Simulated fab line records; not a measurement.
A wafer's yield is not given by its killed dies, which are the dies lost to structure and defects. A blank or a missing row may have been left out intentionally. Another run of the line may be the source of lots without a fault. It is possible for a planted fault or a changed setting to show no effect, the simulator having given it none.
Chamber matching | flow n5_finfet | N5_BEOL_M14_CMP_49 on cmp-02 has 4 sister chambers
The step polishes, stops on SiO2, t overpolish 5.2 s, target thk 560 nm. 8 wafers are shown with their chamber, then 9 later ones without.

== WAFERS PAIRED WITH THEIR CHAMBERS ==
wafer  | chamber | motor_current_A (A) | time_to_endpoint_s (s)
L083.2 | 3       | 7.9                 | 119
L086.3 | 1       | 6.9                 | 124
L091.3 | 3       | 8.0                 | 122
L091.4 | 0       | 8.7                 | 127
L091.6 | 0       | 8.5                 | 129
L092.4 | 2       | 7.9                 | 112
L092.5 | 2       | 7.2                 | 118
L092.6 | 1       | 7.0                 | 119

== WAFERS WITHOUT THEIR CHAMBER ==
wafer  | motor_current_A (A) | time_to_endpoint_s (s)
L094.1 | 7.8                 | 114
L094.2 | 9.1                 | 119
L094.3 | 7.9                 | 119
L095.1 | 8.9                 | 120
L095.4 | 8.1                 | 119
L095.5 | 7.4                 | 121
L096.3 | 8.2                 | 126
L096.5 | 7.2                 | 123
L096.6 | 7.6                 | 116

== WHICH CHAMBER EACH WENT THROUGH ==
wafer  | from the rows above          | in truth
L094.1 | can't be placed: 2 or 3      | 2
L094.2 | can't be placed: 0 or 3      | 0
L094.3 | can't be placed: 3 or 2      | 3
L095.1 | can't be placed: 0 or 3      | 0
L095.4 | can't be placed: 3 or 2      | 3
L095.5 | can't be placed: 1 or 2 or 3 | 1
L096.3 | can't be placed: 0 or 3      | 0
L096.5 | can't be placed: 1 or 2 or 3 | 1
L096.6 | can't be placed: 2 or 3      | 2
Correct placement for 0 of the 9. From these rows, 9 cannot be placed; in 9 the true chamber is one of the candidates. 0 placed wrongly.
How it was worked out, from the rows above alone: a wafer's distance from a chamber is the root of the sum, over the readings, of the square of ((its reading less the chamber's mean) divided by the reading's scatter). If the next closest chamber is less than 2 further off than the closest, the wafer can't be placed; otherwise it belongs to the closest. A chamber's mean is the mean of its shown wafers. How the scatter is found: for the shown wafers, subtract from each reading the mean of its chamber, square and add these, divide the total by (wafers less chambers), then take the root.
